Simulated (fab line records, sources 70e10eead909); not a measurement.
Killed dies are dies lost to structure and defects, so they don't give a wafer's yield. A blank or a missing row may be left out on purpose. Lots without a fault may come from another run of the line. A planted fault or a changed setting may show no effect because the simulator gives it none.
Which tool did it? | flow nand_harc | 6 lots, 18 wafers sampled, at 4 steps of a route of 1302

WHAT THE GAUGES READ, wafer by wafer
NHARC_P_M0_THK_MEAS_24: measures by xrf.
lot  | measured     | on            | thk_nm (nm)
L262 | day 5 13:14  | film_metro-02 | 118.1 120.6 117.3
L266 | day 7 02:29  | film_metro-02 | 116.1 116.8 117.1
L272 | day 9 15:26  | film_metro-02 | 392.9 396.4 400.3 393.5 392.8 397.9
L274 | day 10 13:39 | film_metro-01 | 118.3 118.2 116.8
L277 | day 11 22:34 | film_metro-02 | 115.9 116.8 118.2
L281 | day 13 09:40 | film_metro-02 | 118.1 116.9 118.3

WHICH TOOL RAN EACH LOT (tool, then ch and the chambers of the sampled wafers, then the start)
lot  | NHARC_P_CONTACT_CMP_24        | NHARC_P_M0_DESCUM_14               | NHARC_P_M0_CMP_23
L262 | cmp-01 ch 0,1,2, day 5 09:30  | rie_diel-07 ch 0,3, day 5 10:55    | cmp-01 ch 1,2, day 5 12:55
L266 | cmp-04 ch 0,1,2, day 6 22:35  | rie_diel-02 ch 1,3, day 7 00:03    | cmp-03 ch 0,1,3, day 7 02:12
L272 | cmp-01 ch 0,1,2, day 9 11:46  | rie_diel-07 ch 1,2,3, day 9 13:07  | cmp-03 ch 0,1, day 9 15:09
L274 | cmp-04 ch 0,2,3, day 10 09:52 | rie_diel-02 ch 1,2,3, day 10 11:13 | cmp-04 ch 0,1,2, day 10 13:20
L277 | cmp-01 ch 0,1,2, day 11 18:41 | rie_diel-01 ch 0,1,3, day 11 20:10 | cmp-04 ch 0,2,3, day 11 22:17
L281 | cmp-04 ch 2,3, day 13 05:52   | rie_diel-02 ch 1,2, day 13 07:22   | cmp-01 ch 1,2, day 13 09:21
- NHARC_P_CONTACT_CMP_24: polishes, t overpolish 30 s, target thk 200 nm.
- NHARC_P_M0_DESCUM_14: chemistry O2, time 3 s.
- NHARC_P_M0_CMP_23: polishes, t overpolish 20 s, target thk 117.54 nm.

THE ANSWER, worked out from the rows above alone
Rule: what is usual is taken from the lots themselves. Put in order of their means at a reading, lots are off if they are a third of the lots or fewer, leave a main group of 4 or more, and stand apart from it by a gap of 3 or more times the standard deviation of the main group's means; of several such gaps the widest counts. A main group whose means are all the same, to the digits that the tables above print for the reading, isn't used. A lot without any number at a reading at which 4 lots or more have one is off too. The other lots that the step has rows for count as sound.
Off: L272, at NHARC_P_M0_THK_MEAS_24 (thk_nm). The main group: mean 117.6 nm, standard deviation 0.7.
A tool fits if, at a process step before that reading, it ran every lot that is off, and no sound lot after the first of them. The gauges at NHARC_P_M0_THK_MEAS_24 are tried like those tools. Can't be told from this: 2 tools fit, rie_diel-07 at NHARC_P_M0_DESCUM_14, cmp-03 at NHARC_P_M0_CMP_23.

WHAT THE SIMULATOR HAD PUT IN
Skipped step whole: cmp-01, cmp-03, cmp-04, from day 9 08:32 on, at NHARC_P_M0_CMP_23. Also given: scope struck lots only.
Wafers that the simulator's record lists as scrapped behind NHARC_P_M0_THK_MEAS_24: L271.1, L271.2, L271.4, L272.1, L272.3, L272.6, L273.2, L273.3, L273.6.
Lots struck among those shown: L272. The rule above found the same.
